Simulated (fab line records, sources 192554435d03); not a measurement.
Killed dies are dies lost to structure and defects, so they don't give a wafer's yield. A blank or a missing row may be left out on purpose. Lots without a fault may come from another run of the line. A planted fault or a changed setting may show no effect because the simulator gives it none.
Chamber matching | flow n5_finfet | N5_STI_FIN_REVEAL_ALD_14 on ald_sin-01: 4 sister chambers
The step deposits Si3N4, target thk 3 nm. 4 wafers are shown with their chamber, then 12 later ones without.

WAFERS WITH THEIR CHAMBER
wafer  | chamber | heater_power_outer_w (W)
L088.1 | 2       | 522
L089.2 | 1       | 484
L089.5 | 0       | 607
L089.6 | 3       | 416

WAFERS WITHOUT THEIR CHAMBER
wafer  | heater_power_outer_w (W)
L090.2 | 548
L090.5 | 604
L090.6 | 409
L093.3 | 615
L093.5 | 528
L093.6 | 423
L095.3 | 419
L095.4 | 540
L095.5 | 406
L096.3 | 421
L096.5 | 531
L096.6 | 417

WHICH CHAMBER EACH WENT THROUGH
wafer  | from the rows above | in truth
L090.2 | 2                   | 2
L090.5 | 0                   | 0
L090.6 | 3                   | 3
L093.3 | 0                   | 0
L093.5 | 2                   | 2
L093.6 | 3                   | 3
L095.3 | 3                   | 3
L095.4 | 2                   | 2
L095.5 | 3                   | 3
L096.3 | 3                   | 3
L096.5 | 2                   | 2
L096.6 | 3                   | 3
Placed correctly: 12 of 12. Can't be placed from these rows: 0. Placed wrongly: 0.
How it was worked out, from the rows above alone: a wafer's distance from a chamber is the root of the sum, over the readings, of the square of ((its reading less the chamber's mean) divided by the reading's scatter). The wafer belongs to the nearest chamber; if the next one is less than 2 further off, it can't be placed. A chamber's mean is the mean of its shown wafers. The scatter: with one shown wafer a chamber, the root of the mean of the squares of how far each hidden wafer lies from its nearest shown one.
